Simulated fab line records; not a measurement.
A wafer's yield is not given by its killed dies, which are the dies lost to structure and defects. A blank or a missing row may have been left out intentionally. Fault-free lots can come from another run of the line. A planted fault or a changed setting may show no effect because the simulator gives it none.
Check for tools in common / flow n5 finfet / 9 lots and 27 wafers in the sample

REASON IT WAS OPENED
N5_BEOL_M4_RC_MEAS_101, reading RS_NWELL: flagged on 2 of 9 lots. Fault-free wafers read 1036 ohm/sq, with a standard deviation of 7.1.
Rule: a lot is flagged when every wafer of it that has a number lies more than 4 standard deviations from that mean, or none has a number. The other lots count as sound.

lot=L712; measured=day 8 22:50; on=prober-01; RS_NWELL (ohm/sq), wafer by wafer=1030 1036 1037; flag=
lot=L717; measured=day 9 12:34; on=prober-01; RS_NWELL (ohm/sq), wafer by wafer=1038 1039 1033; flag=
lot=L716; measured=day 9 22:57; on=prober-02; RS_NWELL (ohm/sq), wafer by wafer=1053 1049 1042; flag=
lot=L721; measured=day 10 21:43; on=prober-01; RS_NWELL (ohm/sq), wafer by wafer=1039 1043 1035; flag=
lot=L724; measured=day 11 22:43; on=prober-01; RS_NWELL (ohm/sq), wafer by wafer=782 776 781; flag=FLAGGED
lot=L725; measured=day 12 07:16; on=prober-01; RS_NWELL (ohm/sq), wafer by wafer=770 774 782; flag=FLAGGED
lot=L733; measured=day 13 14:30; on=prober-02; RS_NWELL (ohm/sq), wafer by wafer=1042 1038 1035; flag=
lot=L734; measured=day 14 18:44; on=prober-02; RS_NWELL (ohm/sq), wafer by wafer=1041 1044 1046; flag=
lot=L735; measured=day 15 19:44; on=prober-01; RS_NWELL (ohm/sq), wafer by wafer=1027 1031 1026; flag=
On average the flagged lots' numbers are 778 ohm/sq, which is -258 ohm/sq against the usual, or -36 standard deviations.

TOOL THAT RAN EACH LOT
The record holds 4 process steps before the reading, out of a route of 1938 steps. Every cell lists first the tool, next ch and the chambers used by the sampled wafers, and last the start.
lot=L712; flag=; N5_ZERO_LAYER_PECVD_02=pecvd-03 ch 0,1,2, day 1 12:19; N5_ZERO_LAYER_ETCH_17=rie diel-05 ch 0,1,3, day 1 12:44; N5_WELL_APT_IMPLANT_14=implanter-02 ch 0, day 1 13:50; N5_WELL_APT_DESCUM_30=rie diel-04 ch 0,1,3, day 1 14:48
lot=L717; flag=; N5_ZERO_LAYER_PECVD_02=pecvd-01 ch 1,2, day 2 18:17; N5_ZERO_LAYER_ETCH_17=rie diel-06 ch 0,1,3, day 2 19:31; N5_WELL_APT_IMPLANT_14=implanter-01 ch 0, day 2 20:40; N5_WELL_APT_DESCUM_30=rie diel-02 ch 1,3, day 2 22:03
lot=L716; flag=; N5_ZERO_LAYER_PECVD_02=pecvd-02 ch 0,2, day 2 12:18; N5_ZERO_LAYER_ETCH_17=rie diel-06 ch 0,3, day 2 12:52; N5_WELL_APT_IMPLANT_14=implanter-02 ch 0, day 2 14:04; N5_WELL_APT_DESCUM_30=rie diel-04 ch 0,3, day 2 15:05
lot=L721; flag=; N5_ZERO_LAYER_PECVD_02=pecvd-02 ch 0,1,2, day 3 18:17; N5_ZERO_LAYER_ETCH_17=rie diel-03 ch 1,2,3, day 3 18:50; N5_WELL_APT_IMPLANT_14=implanter-01 ch 0, day 3 19:56; N5_WELL_APT_DESCUM_30=rie diel-04 ch 0,1, day 3 21:05
lot=L724; flag=FLAGGED; N5_ZERO_LAYER_PECVD_02=pecvd-03 ch 1,2, day 4 12:19; N5_ZERO_LAYER_ETCH_17=rie diel-03 ch 0,3, day 4 12:53; N5_WELL_APT_IMPLANT_14=implanter-01 ch 0, day 4 13:58; N5_WELL_APT_DESCUM_30=rie diel-02 ch 0,3, day 4 15:05
lot=L725; flag=FLAGGED; N5_ZERO_LAYER_PECVD_02=pecvd-02 ch 0,1, day 4 18:17; N5_ZERO_LAYER_ETCH_17=rie diel-03 ch 0,2,3, day 4 18:43; N5_WELL_APT_IMPLANT_14=implanter-01 ch 0, day 4 19:57; N5_WELL_APT_DESCUM_30=rie diel-04 ch 0,2,3, day 4 21:04
lot=L733; flag=; N5_ZERO_LAYER_PECVD_02=pecvd-02 ch 1,2, day 6 18:17; N5_ZERO_LAYER_ETCH_17=rie diel-06 ch 0,3, day 6 18:50; N5_WELL_APT_IMPLANT_14=implanter-02 ch 0, day 6 20:08; N5_WELL_APT_DESCUM_30=rie diel-04 ch 2,3, day 6 21:08
lot=L734; flag=; N5_ZERO_LAYER_PECVD_02=pecvd-02 ch 0,1, day 7 00:17; N5_ZERO_LAYER_ETCH_17=rie diel-03 ch 0,2, day 7 00:43; N5_WELL_APT_IMPLANT_14=implanter-02 ch 0, day 7 01:53; N5_WELL_APT_DESCUM_30=rie diel-01 ch 1,2,3, day 7 02:54
lot=L735; flag=; N5_ZERO_LAYER_PECVD_02=pecvd-01 ch 0,1,2, day 7 06:17; N5_ZERO_LAYER_ETCH_17=rie diel-05 ch 0,2,3, day 7 06:43; N5_WELL_APT_IMPLANT_14=implanter-02 ch 0, day 7 07:45; N5_WELL_APT_DESCUM_30=rie diel-02 ch 0,2,3, day 7 09:09
What these steps do:
- N5_ZERO_LAYER_PECVD_02: deposits SiO2 from SiH4/N2O, target thk 10 nm, time 6 s.
- N5_ZERO_LAYER_ETCH_17: etches SiO2 in CF4, target depth 12 nm, time 13.3 s.
- N5_WELL_APT_IMPLANT_14
- N5_WELL_APT_DESCUM_30: chemistry O2, time 7.9 s.
- N5_BEOL_M4_RC_MEAS_101

FLAGGED OVER TOTAL, TOOL BY TOOL (the gauges that took the reading come last)
step=N5_ZERO_LAYER_PECVD_02; tool=pecvd-01; lots run=2; flagged=0; share of the flagged lots=none; sound lots run after its first flagged lot=-
step=N5_ZERO_LAYER_PECVD_02; tool=pecvd-02; lots run=5; flagged=1; share of the flagged lots=some; sound lots run after its first flagged lot=2 (L733,L734)
step=N5_ZERO_LAYER_PECVD_02; tool=pecvd-03; lots run=2; flagged=1; share of the flagged lots=some; sound lots run after its first flagged lot=0
step=N5_ZERO_LAYER_ETCH_17; tool=rie diel-03; lots run=4; flagged=2; share of the flagged lots=all; sound lots run after its first flagged lot=1 (L734)
step=N5_ZERO_LAYER_ETCH_17; tool=rie diel-05; lots run=2; flagged=0; share of the flagged lots=none; sound lots run after its first flagged lot=-
step=N5_ZERO_LAYER_ETCH_17; tool=rie diel-06; lots run=3; flagged=0; share of the flagged lots=none; sound lots run after its first flagged lot=-
step=N5_WELL_APT_IMPLANT_14; tool=implanter-01; lots run=4; flagged=2; share of the flagged lots=all; sound lots run after its first flagged lot=0
step=N5_WELL_APT_IMPLANT_14; tool=implanter-02; lots run=5; flagged=0; share of the flagged lots=none; sound lots run after its first flagged lot=-
step=N5_WELL_APT_DESCUM_30; tool=rie diel-01; lots run=1; flagged=0; share of the flagged lots=none; sound lots run after its first flagged lot=-
step=N5_WELL_APT_DESCUM_30; tool=rie diel-02; lots run=3; flagged=1; share of the flagged lots=some; sound lots run after its first flagged lot=1 (L735)
step=N5_WELL_APT_DESCUM_30; tool=rie diel-04; lots run=5; flagged=1; share of the flagged lots=some; sound lots run after its first flagged lot=1 (L733)
step=N5_BEOL_M4_RC_MEAS_101; tool=prober-01; lots run=6; flagged=2; share of the flagged lots=all; sound lots run after its first flagged lot=1 (L735)
step=N5_BEOL_M4_RC_MEAS_101; tool=prober-02; lots run=3; flagged=0; share of the flagged lots=none; sound lots run after its first flagged lot=-

THE TABLE: WHAT IT ALLOWS
Every flagged lot was run by 3 rows of the table: rie diel-03 at N5_ZERO_LAYER_ETCH_17, implanter-01 at N5_WELL_APT_IMPLANT_14 and prober-01 at N5_BEOL_M4_RC_MEAS_101.
- rie diel-03 at N5_ZERO_LAYER_ETCH_17 ran 4 lots, 2 of them flagged. Sound lots ran on it after the first flagged one (L734), which a lasting fault on the whole tool wouldn't allow.
- implanter-01 at N5_WELL_APT_IMPLANT_14 ran 4 lots, 2 of them flagged. Last sound lot L721 at day 3 19:56, first flagged lot L724 at day 4 13:58; a fault beginning in between fits. Its own readings lie more than 4 standard deviations out on every wafer of the flagged lots: dose ions cm2, faraday current uA.
- prober-01 at N5_BEOL_M4_RC_MEAS_101 ran 6 lots, 2 of them flagged. Sound lots ran on it after the first flagged one (L735), which a lasting fault on the whole tool wouldn't allow.
implanter-01 at N5_WELL_APT_IMPLANT_14 is the single tool remaining.

WHAT HAD BEEN PUT IN BY THE SIMULATOR
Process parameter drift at N5_WELL_APT_IMPLANT_14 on implanter-01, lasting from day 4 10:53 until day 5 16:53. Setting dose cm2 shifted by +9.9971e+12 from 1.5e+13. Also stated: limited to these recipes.
Lots struck among those shown: L724, L725. The same result came from the rule above.
